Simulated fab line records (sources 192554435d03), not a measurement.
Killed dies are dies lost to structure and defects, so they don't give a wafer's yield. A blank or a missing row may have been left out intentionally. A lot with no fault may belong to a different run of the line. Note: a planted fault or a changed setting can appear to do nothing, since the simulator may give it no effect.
Split-lot study | flow n5 finfet | route with 1938 steps; 7 lots, 21 wafers read

== ABOUT THE SPLIT ==
At N5_BEOL_M15_SPUTTER_44 (material Ta, target thk 15 nm, time 24.19 s), the setting time s was moved away from the recipe's 24.19 s on 3 of the 21 wafers read, by -11.9% to -9.6%. For the rest of the wafers, this setting stayed at what the recipe calls for.

The reading comes from the split's own step.

== THE READING ==
Ta_of_BEOL_M15_SPUTTER_44.thk nm (the simulator's own value, which no gauge read), in nm, at N5_BEOL_M15_SPUTTER_44 (material Ta, target thk 15 nm, time 24.19 s). There is no usual value for it anywhere in the file. Average 14.9 nm, standard deviation 0.21 nm, over the 18 wafers here run with the recipe.

wafer  | tool, chamber at the split | time s as run, s | against the recipe | Ta_of_BEOL_M15_SPUTTER_44.thk nm, nm | against lot-mates on the recipe
L077.2 | pvd sputter-01, -          | 24.19            | recipe             | 15                                   | -
L077.6 | pvd sputter-01, -          | 24.19            | recipe             | 15                                   | -
L077.5 | pvd sputter-01, -          | 21.87            | -9.6%              | 13.8                                 | -1.2
L080.2 | pvd sputter-02, -          | 24.19            | recipe             | 15.4                                 | -
L080.3 | pvd sputter-02, -          | 24.19            | recipe             | 15                                   | -
L080.5 | pvd sputter-02, -          | 24.19            | recipe             | 15.2                                 | -
L083.1 | pvd sputter-02, -          | 24.19            | recipe             | 14.8                                 | -
L083.2 | pvd sputter-02, -          | 24.19            | recipe             | 14.6                                 | -
L083.6 | pvd sputter-02, -          | 24.19            | recipe             | 14.6                                 | -
L088.3 | pvd sputter-01, -          | 21.31            | -11.9%             | 13                                   | -2.2
L088.4 | pvd sputter-01, -          | 21.31            | -11.9%             | 13                                   | -2.2
L088.5 | pvd sputter-01, -          | 24.19            | recipe             | 15.2                                 | -
L087.2 | pvd sputter-03, -          | 24.19            | recipe             | 14.8                                 | -
L087.3 | pvd sputter-03, -          | 24.19            | recipe             | 14.8                                 | -
L087.6 | pvd sputter-03, -          | 24.19            | recipe             | 14.8                                 | -
L093.2 | pvd sputter-02, -          | 24.19            | recipe             | 14.8                                 | -
L093.4 | pvd sputter-02, -          | 24.19            | recipe             | 15.2                                 | -
L093.6 | pvd sputter-02, -          | 24.19            | recipe             | 15                                   | -
L095.2 | pvd sputter-03, -          | 24.19            | recipe             | 14.8                                 | -
L095.4 | pvd sputter-03, -          | 24.19            | recipe             | 15                                   | -
L095.5 | pvd sputter-03, -          | 24.19            | recipe             | 15                                   | -

FIT RESULTS
A straight line over all 21 wafers: Ta_of_BEOL_M15_SPUTTER_44.thk nm changes by +0.153 nm for each +1% of time s; r = +0.94; the points scatter about the line by 0.22 nm.
The same after taking each lot's own level away (the mean of its wafers on the recipe; 21 wafers): +0.171 nm for each +1%; r = +0.98; scatter 0.16 nm.
The reading moves by 2 nm for the largest change in time s, on that fit.
Measured against the standard deviation above, the lots' own levels, which go from 14.67 to 15.20 nm, span 2.6 times it.
In other words, the slope is changed by the lot-to-lot level; the two fits disagree.
Check: for one of the wafers moved furthest among these (-11.9%), held out of the fit, the line's prediction against its lot-mates is -1.92 nm. It came out at -2.2 nm against them.

== OTHER SPLITS APPLIED TO THESE WAFERS ==
Note: prior to the reading, these wafers also went through further splits. Each is held against what the fit with the lots' levels taken away leaves over:
other split on the same wafers    | wafers away from the commonest value | r with Ta_of_BEOL_M15_SPUTTER_44.thk nm (lot level and that fit taken away)
N5_BEOL_M12_ETCH_38 time s        | 7                                    | -0.46
N5_BEOL_M13_TRENCH_ETCH_34 time s | 6                                    | +0.02
N5_BEOL_M14_SPUTTER_43 power w    | 7                                    | -0.26
N5_BEOL_M15_ILD_DEP_00 time s     | 8                                    | +0.01

== FILE'S OWN FIT ==
Ta_of_BEOL_M15_SPUTTER_44.thk nm changes by +0.161 nm for each +1% of time s, r = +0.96.
